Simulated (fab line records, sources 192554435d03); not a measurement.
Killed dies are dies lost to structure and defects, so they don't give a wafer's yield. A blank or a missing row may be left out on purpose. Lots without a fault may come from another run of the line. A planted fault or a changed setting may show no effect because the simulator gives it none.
fab line records | flow n5_finfet
record lots=10 wafers=29 last_day=16
route steps=1938 shown BEOL_M4@1111 BEOL_M6@1248 BEOL_M7@1266 PASSIVATION@1936
lots that met no fault: from a run of the same line without faults
start_h: hours from the record's first day to the start of the lot's first wafer shown | wait_h: hours since the lot's step before | " the same as in the row above | L1.1+2: a row that stands for several wafers | - no value, or no start given | * or withheld: withheld | < > ~ a bound
route shown NAME@n: a module of which the file shows steps, and the number in the route of the first | usual: mean/standard deviation of fault-free wafers | same: alike in all rows | chamber/n: place in a boat | sites: the reading at each site | _std_site: their standard deviation | _edge_site: outer sites' mean less inner sites' | radius_mm: how far each site lies from the wafer's centre | mask NAME#n: copy n | behind: the tool/chamber that last shaped the wafer | hold: why the lot was held/for how many hours/how that ended | device: the transistor (n, p or np) that didn't switch | end of line: the same wafers' tests at the end of the route | a step without rows: its recipe alone | killed: dies lost to structure and defects at the first sort, not the wafer's yield | map: a wafer's dies, x killed, . not, _ none there
set.NAME: the setting as run; set.NAME@STEP: as run at that earlier step | model.NAME: the simulator's own value behind a step, which no gauge read
steps of the route over a sample of lots; a table a step, a row a wafer
services: from which hour (start_h, from the record's first day; less than 0 if before it) a tool's chamber was out of use, for how many hours, and why
## steps
# step N5_BEOL_M4_RC_MEAS_101
# usual DIBL_N=37.1/1.9 DIBL_P=37.2/2.3 IOFF_N=0.18/0.04 IOFF_P=0.23/0.044 ION_N=682/11 ION_P=468/8.6 SS_N=71.9/0.68 SS_P=73.5/0.74 VT_N=248/3.4 VT_P=-248/3.4
# columns lot.wafer tool chamber start_h wait_h DIBL_N[mV/V] DIBL_P[mV/V] IOFF_N[nA/um] IOFF_P[nA/um] ION_N[uA/um] ION_P[uA/um] SS_N[mV/dec] SS_P[mV/dec] VT_N[mV] VT_P[mV]
L185.2 prober-01 0 170.05 0.2 38.1 37.9 0.19 0.25 676 471 71.6 73.4 248 -247
L185.4 " 0 " " 35.5 34.4 0.13 0.20 668 460 71.4 72.3 254 -250
L185.5 " 0 " " 38.4 37.7 0.19 0.25 679 465 72.1 73.3 250 -248
L188.2 prober-02 0 187.97 0.2 38.1 37.6 0.21 0.31 687 479 72.3 74.1 246 -240
L188.3 " 0 " " 35.6 34.7 0.15 0.24 673 473 71.4 73.8 248 -245
L188.6 " 0 " " 35.8 34.2 0.16 0.24 680 473 70.9 73.1 247 -246
L199.1 prober-02 0 246.10 0.0 38.3 39.1 0.22 0.28 692 470 72.2 73.0 246 -246
L199.2 " 0 " " 37.2 36.0 0.18 0.21 667 453 73.5 73.0 251 -252
L199.6 " 0 " " 37.1 35.7 0.19 0.21 663 458 72.6 73.1 248 -251
L197.1 prober-01 0 247.69 0.0 39.4 41.0 0.24 0.35 692 477 72.1 74.1 243 -243
L197.3 " 0 " " 37.2 37.9 0.19 0.27 693 473 71.9 74.3 245 -247
L197.4 " 0 " " 39.0 41.0 0.24 0.34 710 485 73.3 74.0 242 -242
L200.1 prober-02 0 256.00 0.0 34.2 33.6 0.12 0.17 650 453 71.5 72.0 253 -255
L200.3 " 0 " " 38.1 38.7 0.18 0.23 687 467 71.6 73.6 251 -249
L200.5 " 0 " " 39.3 41.4 0.20 0.28 679 460 72.3 74.5 250 -245
L201.3 prober-01 0 261.19 0.3 40.2 42.0 0.26 0.30 697 471 73.5 74.6 244 -245
L201.4 " 0 " " 37.6 39.5 0.20 0.26 687 465 72.0 74.1 246 -248
L201.6 " 0 " " 39.0 39.6 0.22 0.25 681 455 72.6 74.0 246 -247
L202.1 prober-02 0 265.64 0.0 38.1 37.8 0.16 0.21 685 469 71.9 73.6 250 -252
L202.3 " 0 " " 37.3 37.4 0.18 0.22 687 471 72.5 73.9 247 -251
L202.5 " 0 " " 37.4 37.3 0.16 0.21 676 470 72.7 72.8 251 -251
L204.3 prober-01 0 276.53 0.3 36.9 35.7 0.17 0.18 666 444 73.2 73.4 250 -256
L204.4 " 0 " " 37.8 35.7 0.19 0.19 670 452 73.0 73.2 251 -253
L203.1 prober-01 0 280.75 0.0 38.3 37.5 0.19 0.26 698 484 71.2 74.0 245 -244
L203.2 " 0 " " 40.2 38.8 0.24 0.30 688 465 72.5 74.3 244 -245
L203.6 " 0 " " 40.9 40.6 0.25 0.33 693 476 72.6 73.9 244 -244
L206.2 prober-02 0 295.52 0.2 35.7 36.0 0.16 0.20 685 469 70.9 73.0 248 -250
L206.3 " 0 " " 40.3 39.2 0.23 0.24 684 461 72.7 74.4 245 -252
L206.5 " 0 " " 36.5 36.0 0.16 0.20 685 468 71.6 73.3 249 -253
# step N5_BEOL_M6_CURE_75
# recipe temp_c=370 time_s=120 ambient=DMADMS/He material=SiCOH_lowk
# usual lamp_power_pct=52.31/0.056 wafer_temp_C_max=371.9/0.65
# columns lot.wafer tool chamber start_h wait_h lamp_power_pct wafer_temp_C_max
L185.2 uv_cure-01 1 190.39 0.1 52.37 371.1
L185.4 " 1 " " 52.30 371.4
L185.5 " 1 " " 52.36 371.4
L188.2 uv_cure-03 0 205.22 0.1 52.38 370.9
L188.3 " 0 " " 52.29 371.0
L188.6 " 0 " " 52.23 371.1
L197.1 uv_cure-02 0 266.54 0.0 52.32 372.1
L197.3 " 0 " " 52.21 371.7
L197.4 " 0 " " 52.32 372.1
L199.1 uv_cure-03 0 266.74 0.2 52.30 370.8
L199.2 " 0 " " 52.32 371.9
L199.6 " 0 " " 52.40 371.0
L200.1 uv_cure-03 1 271.88 0.0 52.31 372.1
L200.3 " 1 " " 52.35 373.4
L200.5 " 1 " " 52.19 372.2
L201.3 uv_cure-03 1 280.29 0.1 52.33 372.7
L201.4 " 1 " " 52.28 371.6
L201.6 " 1 " " 52.37 371.7
L202.1 uv_cure-03 1 282.77 0.1 52.30 373.1
L202.3 " 1 " " 52.36 372.4
L202.5 " 1 " " 52.30 372.1
L204.3 uv_cure-01 0 294.01 0.1 52.29 371.3
L204.4 " 0 " " 52.32 371.5
L203.1 uv_cure-01 0 299.34 0.1 52.33 372.0
L203.2 " 0 " " 52.22 372.1
L203.6 " 0 " " 52.22 371.8
L206.2 uv_cure-03 1 312.37 0.4 52.36 371.8
L206.3 " 1 " " 52.40 371.5
L206.5 " 1 " " 52.22 373.6
# step N5_BEOL_M6_SURFACE_TREAT_79
# recipe gas=Ar time_s=* ion_energy_ev=* ion_current_ma_cm2=0.5 pressure_mtorr=* ar_flow_sccm=30
# usual throttle_valve_pct=*
# columns lot.wafer tool chamber start_h wait_h throttle_valve_pct
L185.2 pvd_sputter-02 - 191.92 0.3 *
L185.4 " - " " *
L185.5 " - " " *
L188.2 pvd_sputter-02 - 206.26 0.2 *
L188.3 " - " " *
L188.6 " - " " *
L197.1 pvd_sputter-01 - 267.58 0.3 *
L197.3 " - " " *
L197.4 " - " " *
L199.1 pvd_sputter-01 - 267.70 0.4 *
L199.2 " - " " *
L199.6 " - " " *
L200.1 pvd_sputter-02 - 273.02 0.3 *
L200.3 " - " " *
L200.5 " - " " *
L201.3 pvd_sputter-02 - 281.19 0.4 *
L201.4 " - " " *
L201.6 " - " " *
L202.1 pvd_sputter-03 - 283.64 0.2 *
L202.3 " - " " *
L202.5 " - " " *
L204.3 pvd_sputter-01 - 294.75 0.3 *
L204.4 " - " " *
L203.1 pvd_sputter-02 - 300.04 0.2 *
L203.2 " - " " *
L203.6 " - " " *
L206.2 pvd_sputter-01 - 313.52 0.2 *
L206.3 " - " " *
L206.5 " - " " *
# step N5_BEOL_M6_SPUTTER_48
# recipe material=Cu target_thk_a=100 temp_c=-20 bias_v=60 power_w=26000 chamber_pressure_pa=0.13 time_s=1.667
# usual chuck_gas_flow_sccm=1.27/0.055 chuck_sensor_temp_C=-16.0/0.52 throttle_valve_pct=30.2/1.4
# columns lot.wafer tool chamber start_h wait_h chuck_gas_flow_sccm chuck_sensor_temp_C throttle_valve_pct
L185.2 pvd_sputter-02 - 192.12 0.1 1.34 -15.5 31.5
L185.4 " - " " 1.25 -16.3 30.4
L185.5 " - " " 1.25 -16.3 30.2
L188.2 pvd_sputter-02 - 206.70 0.2 1.17 -16.2 32.0
L188.3 " - " " 1.25 -15.3 27.6
L188.6 " - " " 1.31 -15.7 31.7
L197.1 pvd_sputter-01 - 267.86 0.1 1.27 -16.3 30.1
L197.3 " - " " 1.25 -16.4 31.0
L197.4 " - " " 1.32 -15.8 28.5
L199.1 pvd_sputter-01 - 267.94 0.1 1.38 -15.6 28.5
L199.2 " - " " 1.20 -16.3 30.6
L199.6 " - " " 1.32 -16.5 29.9
L200.1 pvd_sputter-03 - 273.24 0.1 1.25 -16.7 31.5
L200.3 " - " " 1.30 -15.3 31.6
L200.5 " - " " 1.22 -15.5 31.7
L201.3 pvd_sputter-01 - 281.57 0.3 1.19 -16.3 28.5
L201.4 " - " " 1.28 -15.6 28.5
L201.6 " - " " 1.28 -16.5 28.4
L202.1 pvd_sputter-03 - 283.88 0.1 1.27 -16.7 29.9
L202.3 " - " " 1.28 -15.1 32.1
L202.5 " - " " 1.30 -15.6 29.0
L204.3 pvd_sputter-03 - 295.18 0.2 1.31 -16.7 31.4
L204.4 " - " " 1.30 -15.4 31.8
L203.1 pvd_sputter-01 - 301.23 0.8 1.29 -16.2 30.8
L203.2 " - " " 1.33 -15.7 28.4
L203.6 " - " " 1.34 -16.3 30.9
L206.2 pvd_sputter-01 - 313.76 0.1 1.31 -16.3 28.3
L206.3 " - " " 1.25 -15.7 28.5
L206.5 " - " " 1.30 -16.4 29.7
# step N5_BEOL_M7_PECVD_70
# recipe material=SiO2 target_thk_a=200 temp_c=400 precursor=TEOS/O2 pressure_torr=5.5 rf_w=450 teos_flow_sccm=53.8 gas=O2 flow_sccm=3000 time_s=22.7
# usual chamber_pressure_Torr=5.499/0.012 heater_power_outer_w=407/64 heater_power_w=709/81 showerhead_plenum_p_Torr=8.74/0.064 throttle_valve_pct=22.4/1.3
# columns lot.wafer tool chamber start_h wait_h chamber_pressure_Torr heater_power_outer_w heater_power_w showerhead_plenum_p_Torr throttle_valve_pct
L185.2 pecvd-01 2 193.87 0.0 5.506 343 604 8.69 23.4
L185.4 " 2 " " 5.524 346 618 8.72 23.3
L185.5 " 0 " " 5.492 512 853 8.73 21.7
L188.2 pecvd-01 1 208.54 0.0 5.486 397 674 8.58 24.9
L188.3 " 1 " " 5.504 403 660 8.59 24.6
L188.6 " 1 " " 5.501 391 666 8.59 24.9
L197.1 pecvd-03 0 269.81 0.0 - - - - -
L197.3 " 1 " " - - - - -
L197.4 " 0 " " - - - - -
L199.1 pecvd-02 2 270.01 0.0 - - - - -
L199.2 " 0 " " - - - - -
L199.6 " 0 " " - - - - -
L200.1 pecvd-03 2 275.01 0.0 5.506 393 749 8.78 20.8
L200.3 " 1 " " 5.492 447 747 8.79 22.0
L200.5 " 2 " " 5.484 396 735 8.81 20.6
L201.3 pecvd-01 1 283.49 0.0 5.497 373 616 8.56 24.7
L201.4 " 1 " " 5.509 369 651 8.61 24.7
L201.6 " 0 " " 5.492 491 825 8.73 21.7
L202.1 pecvd-03 2 285.51 0.0 5.514 372 682 8.81 20.7
L202.3 " 0 " " 5.491 414 690 8.76 21.7
L202.5 " 2 " " 5.503 364 671 8.80 20.7
L204.3 pecvd-02 2 297.16 0.1 5.486 442 732 8.77 21.8
L204.4 " 0 " " 5.498 367 675 8.81 24.2
L203.1 pecvd-02 0 302.86 0.0 5.501 465 802 8.80 24.4
L203.2 " 1 " " 5.508 290 588 8.74 22.2
L203.6 " 2 " " 5.510 374 642 8.77 22.0
L206.2 pecvd-02 2 315.44 0.0 5.489 352 599 8.77 22.0
L206.3 " 1 " " 5.509 243 532 8.74 22.1
L206.5 " 0 " " 5.490 469 795 8.81 24.2
# step N5_PASSIVATION_PROBE_49
# usual defect_limited_yield=91.5/1.4 killed_at_M0_to_M3=32/9.7 killed_at_M4_up=14/5.3 killed_at_contacts=11/6 killed_at_front_end=39/14 killed_at_other=3.3/2.7 killed_dies=100/17 killed_open=66/13 killed_short=32/7.4 sort_bin_4_leakage=0.02/0.16 sort_bin_5_function=4.9/0.9 sort_bin_6_memory=3.2/0.72 sort_n_pass=1080/17 sort_yield_pct=91.5/1.4
# same gross_dies=1180 killed_at_back_side=0 sort_bin_8_speed[%]=0
# columns lot.wafer tool chamber start_h wait_h defect_limited_yield[%] killed_at_M0_to_M3 killed_at_M4_up killed_at_contacts killed_at_front_end killed_at_other killed_dies killed_open killed_short sort_bin_4_leakage[%] sort_bin_5_function[%] sort_bin_6_memory[%] sort_n_pass sort_yield_pct[%]
L199.1 prober-01 - 342.74 0.0 64.0 18 350 12 42 3 425 65 27 0 32.9 2.9 755 64.0
L199.2 prober-01 - 342.79 0.1 64.1 30 351 8 33 2 424 56 33 0 32.8 3.1 756 64.1
L199.6 prober-01 - 342.99 0.3 62.1 35 358 19 35 0 447 87 27 0 34.2 3.3 733 62.1
L197.1 prober-02 - 351.37 0.0 64.1 48 334 6 30 6 424 85 28 0 31.8 4.0 756 64.1
L197.3 prober-02 - 351.47 0.1 64.0 30 348 4 42 1 425 56 31 0 32.7 3.1 755 64.0
L197.4 prober-02 - 351.52 0.2 62.5 29 347 8 51 7 442 74 37 0 32.7 4.3 738 62.5
L200.1 prober-02 - 355.56 0.0 91.6 29 14 17 34 5 99 70 28 0 5.6 2.7 1081 91.6
L200.3 prober-02 - 355.66 0.1 92.5 36 13 8 27 4 88 53 35 0 4.2 3.1 1092 92.5
L200.5 prober-02 - 355.76 0.2 91.1 39 10 12 35 9 105 68 37 0 4.8 3.2 1075 91.1
L201.6 prober-02 - 368.10 0.3 93.1 28 7 20 26 0 81 59 22 0 3.7 3.1 1099 93.1
# killed by level:class
L199.1 BEOL_M7:area_pecvd=333 STI_FIN_REVEAL:geometric_particle:open=16 MOL_CONTACT_COAG:geometric_particle:open=11 BEOL_M4:geometric_particle:open=11 BEOL_M3:geometric_particle:open=8 FIN_SAQP:geometric_particle:open=6 STARTING-WAFER:geometric_particle:short=6 GATE_CUT:geometric_particle:short=4
L199.2 BEOL_M7:area_pecvd=334 FIN_SAQP:geometric_particle:short=9 FIN_SAQP:geometric_particle:open=8 BEOL_M2:geometric_particle:open=8 DUMMY_GATE:geometric_particle:open=7 MOL_CONTACT_COAG:geometric_particle:open=5 BEOL_M0_SAQP:geometric_particle:short=5 BEOL_M0_SAQP:geometric_particle:open=4
L199.6 BEOL_M7:area_pecvd=333 MOL_CONTACT_COAG:geometric_particle:open=17 STI_FIN_REVEAL:geometric_particle:open=14 BEOL_M4:geometric_particle:open=13 BEOL_M2:geometric_particle:open=8 BEOL_M8:geometric_particle:open=7 BEOL_M0_SAQP:geometric_particle:short=6 BEOL_M0_SAQP:geometric_particle:open=6
L197.1 BEOL_M7:area_pecvd=311 BEOL_M3:geometric_particle:open=16 BEOL_M4:geometric_particle:open=14 BEOL_M0_SAQP:geometric_particle:short=9 STI_FIN_REVEAL:geometric_particle:open=8 BEOL_M0_SAQP:geometric_particle:open=8 FIN_SAQP:geometric_particle:open=7 BEOL_M1:geometric_particle:open=6
L197.3 BEOL_M7:area_pecvd=338 BEOL_M3:geometric_particle:open=9 FIN_SAQP:geometric_particle:open=7 BEOL_M0_SAQP:geometric_particle:open=7 FIN_SAQP:geometric_particle:short=6 STI_FIN_REVEAL:geometric_particle:open=6 DUMMY_GATE:geometric_particle:open=5 GATE_CUT:geometric_particle:short=5
L197.4 BEOL_M7:area_pecvd=331 STI_FIN_REVEAL:geometric_particle:open=14 FIN_SAQP:geometric_particle:short=8 DUMMY_GATE:geometric_particle:open=8 BEOL_M3:geometric_particle:open=7 MOL_CONTACT_COAG:geometric_particle:open=7 BEOL_M0_SAQP:geometric_particle:open=6 FIN_SAQP:geometric_particle:open=5
L200.1 MOL_CONTACT_COAG:geometric_particle:open=14 STI_FIN_REVEAL:geometric_particle:open=11 BEOL_M4:geometric_particle:open=11 BEOL_M0:geometric_particle:open=7 BEOL_M0_SAQP:geometric_particle:short=6 FIN_SAQP:geometric_particle:short=5 DUMMY_GATE:geometric_particle:short=4 BEOL_M0_SAQP:geometric_particle:open=4
L200.3 BEOL_M0_SAQP:geometric_particle:open=16 BEOL_M0_SAQP:geometric_particle:short=11 MOL_CONTACT_COAG:geometric_particle:open=7 FIN_SAQP:geometric_particle:open=5 FIN_SAQP:geometric_particle:short=5 STI_FIN_REVEAL:geometric_particle:open=5 BEOL_M4:geometric_particle:open=5 BEOL_M2:geometric_particle:open=4
L200.5 BEOL_M0_SAQP:geometric_particle:short=20 STI_FIN_REVEAL:geometric_particle:open=14 MOL_CONTACT_COAG:geometric_particle:open=12 BEOL_M0_SAQP:geometric_particle:open=7 FIN_SAQP:geometric_particle:open=5 BEOL_M3:geometric_particle:open=5 BEOL_M4:geometric_particle:open=5 BEOL_M2:geometric_particle:open=4
L201.6 MOL_CONTACT_COAG:geometric_particle:open=18 BEOL_M2:geometric_particle:open=7 FIN_SAQP:geometric_particle:short=6 STI_FIN_REVEAL:geometric_particle:open=5 BEOL_M0_SAQP:geometric_particle:short=5 FIN_SAQP:geometric_particle:open=4 BEOL_M0:geometric_particle:open=4 BEOL_M1:geometric_particle:open=3
## services
# columns tool chamber start_h hours kind
uv_cure-01 - 166.41 1.0 pm
pecvd-03 2 178.74 5.0 scheduled_down
pecvd-01 2 202.38 - clean
pecvd-01 2 202.38 - consumable_replace:showerhead
pecvd-01 2 202.38 29.0 scheduled_down
pecvd-01 2 202.38 29.0 vent_cycle
pecvd-03 2 214.79 5.7 repair
uv_cure-01 - 215.37 28.1 pm
pecvd-01 0 232.98 16.5 scheduled_down
pecvd-02 - 245.16 1.7 repair
uv_cure-02 - 289.28 1.5 repair
pecvd-03 - 291.16 6.0 pm
uv_cure-03 - 294.98 7.5 pm
pecvd-02 1 295.01 5.5 scheduled_down
pecvd-01 0 297.92 5.5 scheduled_down
pecvd-03 0 297.99 2.1 scheduled_down
uv_cure-02 - 303.77 1.3 repair
uv_cure-01 - 308.01 1.1 repair
## key
first_sign step=N5_BEOL_M7_PECVD_70 reading=tool_record direction=missing
effect step=N5_PASSIVATION_PROBE_49 reading=killed_at_M4_up direction=up sigmas=63 usual=14 struck=348
more_kills_born_at N5_BEOL_M7_PECVD_70@pecvd-02=1000 N5_BEOL_M7_PECVD_70@pecvd-03=980
met_at N5_BEOL_M7_PECVD_70
struck_lots L197,L199
not_acting_at N5_BEOL_M6_CURE_75,N5_BEOL_M6_SURFACE_TREAT_79,N5_BEOL_M6_SPUTTER_48
fault kind=skipped_step_whole tool=pecvd-02,pecvd-03 chamber=- onset_h=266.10 steps=N5_BEOL_M7_PECVD_70 scope=struck_lots_only
